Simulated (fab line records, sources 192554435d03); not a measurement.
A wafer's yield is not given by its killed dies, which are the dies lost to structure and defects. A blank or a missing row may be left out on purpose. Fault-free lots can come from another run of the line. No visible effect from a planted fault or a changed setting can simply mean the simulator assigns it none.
Struck lot and sound lot, side by side	flow n5-finfet	36 steps out of a route of 1938
Sound: wafers L395.3, L395.5, L395.6. Wafers L384.2, L384.3, L384.4 were the ones struck. Last of all comes the cause.
Order at every step that has rows: each side's tool, ch and its chambers, its first start. Under that, the readings that differ: sound wafers	struck wafers	difference of the means	sigmas: that difference in standard deviations of wafers without a fault.
alike: readings whose means differ by less than 2 such deviations, and words and numbers that are the same on both sides. not compared: withheld readings, readings that some wafer has no value for, bounds like >300 that may hide the same value, and numbers for which the record gives no deviation and whose values overlap.
A row with sigmas, a row that says differs or no value, or rows on one side alone: a step with any of these is where the two part. Numbers that don't overlap but have no deviation are shown without sigmas and don't part them. Lack of a reading on every wafer of one side parts them only where that side has two or more wafers.

first, 9 steps without rows for these wafers: N5_BEOL_M4_EXPOSE_08 (exposes mask M4); N5_BEOL_M4_PEB_09 (peb time 60 s); N5_BEOL_M4_DEVELOP_10 (develop time 30 s); N5_BEOL_M4_DESCUM_16 (chemistry O2, time 7 s); N5_BEOL_M4_ETCH_74 (etches underlayer in N2/H2, target depth 6.5 nm, time 5.2 s); N5_BEOL_M4_ETCH_63 (etches SiARC in CF4, target depth 15.6 nm, time 26 s); N5_BEOL_M4_ETCH_64 (etches SOC in N2/H2, target depth 75 nm, overetch 22.5 nm, time 121.9 s); N5_BEOL_M4_STRIP_65 (strips in N2/H2); N5_BEOL_M4_STRIP_75 (strips in N2/H2).
N5_BEOL_M4_STRIP_66: strips in CF4.
  sound on rie-diel-01 ch 1,2, day 13 04:35; struck on rie-diel-01 ch 1,2,3, day 10 13:19
  alike: drypump-motor-current-A, oes-product-au, power-w, rf-vpp-V, showerhead-plenum-p-Torr, throttle-valve-pct
  not compared: rf-hours-counter-h
then, 25 steps without rows for these wafers: N5_BEOL_M4_HM_OPEN_17 (chemistry Cl2/BCl3, target TiN, target depth 20 nm, overetch 6 nm); N5_BEOL_M4_STRIP_19 (strips in O2); N5_BEOL_M4_COAT_67 (time 60 s, resist thk 60 nm); N5_BEOL_M4_COAT_68 (time 60 s, resist thk 12 nm); N5_BEOL_M4_COAT_76 (time 60 s, resist thk 5 nm); N5_BEOL_M4_COAT_22 (resist thk 30 nm); N5_BEOL_M4_EBR_24; N5_BEOL_M4_SOFTBAKE_23 (time 60 s); N5_BEOL_M4_EXPOSE_25 (exposes mask V3, defocus 5 nm); N5_BEOL_M4_PEB_26 (peb time 60 s); N5_BEOL_M4_DEVELOP_27 (develop time 30 s); N5_BEOL_M4_DESCUM_33 (chemistry O2, time 7 s); N5_BEOL_M4_ETCH_77 (etches underlayer in N2/H2, target depth 6.5 nm, time 5.2 s); N5_BEOL_M4_ETCH_69 (etches SiARC in CF4, target depth 15.6 nm, time 26 s); N5_BEOL_M4_ALD_98 (deposits SiO2, target thk 2.5 nm, pulse time 1 s, co reactant pulse time 1 s); N5_BEOL_M4_ETCHBACK_99 (etches SiO2 in CHF3, target depth 5 nm, time 10.4 s); N5_BEOL_M4_ETCH_70 (etches SOC in N2/H2, target depth 80 nm, overetch 24 nm, time 130 s); N5_BEOL_M4_STRIP_71 (strips in N2/H2); N5_BEOL_M4_STRIP_78 (strips in N2/H2); N5_BEOL_M4_VIA_ETCH_34 (etches the open film in C4F6/O2, target depth 69.4 nm, time 65.9 s); N5_BEOL_M4_STRIP_83 (strips in C4F6/O2); N5_BEOL_M4_STRIP_36 (strips in N2/H2); N5_BEOL_M4_TRENCH_ETCH_37 (etches SiOC in C4F6/O2, target depth 55.555 nm, time 29.2 s); N5_BEOL_M4_ETCH_41 (etches SiCN in CH3F/O2, target depth 29.9 nm, time 52.5 s); N5_BEOL_M4_STRIP_97 (strips in N2/H2, time 10 s).
-- the record jumps here: 6 days lie between the struck wafers' starts before and after (it left off in module BEOL_M4 and takes up again in module PASSIVATION, whose first step shown is number 1936 of the route) --
N5_PASSIVATION_PROBE_49:
  rows exist in the record for the struck wafers here (prober-01, day 16 04:31), but not for the sound ones

## WHERE THEY PART
At N5_PASSIVATION_PROBE_49 and nowhere else, as far as this record goes.

WHY: the cause the simulator had injected
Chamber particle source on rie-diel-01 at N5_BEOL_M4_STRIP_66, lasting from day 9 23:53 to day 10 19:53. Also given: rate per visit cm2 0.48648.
